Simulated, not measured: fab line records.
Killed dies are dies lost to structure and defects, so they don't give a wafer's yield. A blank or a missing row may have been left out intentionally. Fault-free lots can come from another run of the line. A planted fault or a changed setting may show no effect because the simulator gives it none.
Problem report in the 8D (eight disciplines) form, filled by code / flow n5-finfet / the parts of the form that need people (team, actions taken, sign-off) are left out

## 1. THE PROBLEM
Wafers free of any fault read 0 nm (standard deviation 5.2) for MIM_BOT_OVL at N5_MIM_BOT_LITHO_OVL_MEAS_11, against a mean of 178 nm on 6 wafers of 2 lots. That puts it +34 standard deviations away from the usual mean.
Seen first at day 17 13:14 on overlay-01, wafer L208.1. The record has a number at this step for 30 wafers belonging to 10 lots. By rule, "out" or "out of limits" means more than 4 standard deviations away from the usual mean. All remaining wafers that have a number are taken as sound.

## 2. WHAT THIS IS AND IS NOT
question=which readings at this step; is=MIM_BOT_OVL; is not=-
question=which lots; is=L208, L209; is not=L187, L190, L191, L192, L193, L197, L199, L200
question=which wafers of those lots; is=all that have a number; is not=-
question=read on which gauges; is=overlay-01, overlay-02; is not=-
question=when; is=from day 17 13:14; is not=up to then (24 sound wafers)

## 3. SUSPECTS, AND WHAT RULES EACH OUT
Counting: a tool at any process step up to the reading remains a suspect when it ran all the lots that are out and ran no sound lot after the first of those.
- the gauge at N5_MIM_BOT_LITHO_OVL_MEAS_11 is ruled out. The wafers that are out were read on 2 gauges (overlay-01, overlay-02).
- krf-scanner-01 at N5_MIM_BOT_LITHO_EXPOSE_05 (exposes mask MIM BOT): kept. It processed each lot that is out, first L208 at day 17 13:02, and no sound lot thereafter; up to then, the last sound lot it processed was L200 at day 15 08:05.
The count leaves krf-scanner-01 at N5_MIM_BOT_LITHO_EXPOSE_05.

## 4. THE CAUSE (what the simulator had put in)
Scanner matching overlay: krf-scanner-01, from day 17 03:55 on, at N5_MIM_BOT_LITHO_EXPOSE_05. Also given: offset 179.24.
The count eliminated every tool but this one.

## 5. THE CHAIN OF EFFECTS, in route order
Rows list readings where the struck wafers' mean (over those with a number) sits beyond 3 standard deviations from the usual. Readings are gone through only where the record gives a usual standard deviation; hours: the median, over the lots, of the time from a lot's start at the first step in this table giving one to that lot's start at this step; sigmas: the change measured in usual standard deviations.
hours=0; step=N5_MIM_BOT_LITHO_OVL_MEAS_11; reading=MIM_BOT_OVL; usual=0 nm; on struck wafers=178; change=+178; sigmas=+34

## 6. WHAT WOULD HAVE CAUGHT IT SOONER
Counted from the fault's start at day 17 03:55, it took 9 hours until the first out-of-limits reading at a measuring or inspecting step in this record, taken at day 17 13:14.
Of the tool readings at N5_MIM_BOT_LITHO_EXPOSE_05 for which the record gives a usual standard deviation, none was out on any struck wafer, so an alarm limit of 4 standard deviations on them would not have fired.
Lots out: 2; of these, L209 started N5_MIM_BOT_LITHO_EXPOSE_05 on krf-scanner-01 after day 17 13:14. Holding the tool at that time would have saved it.
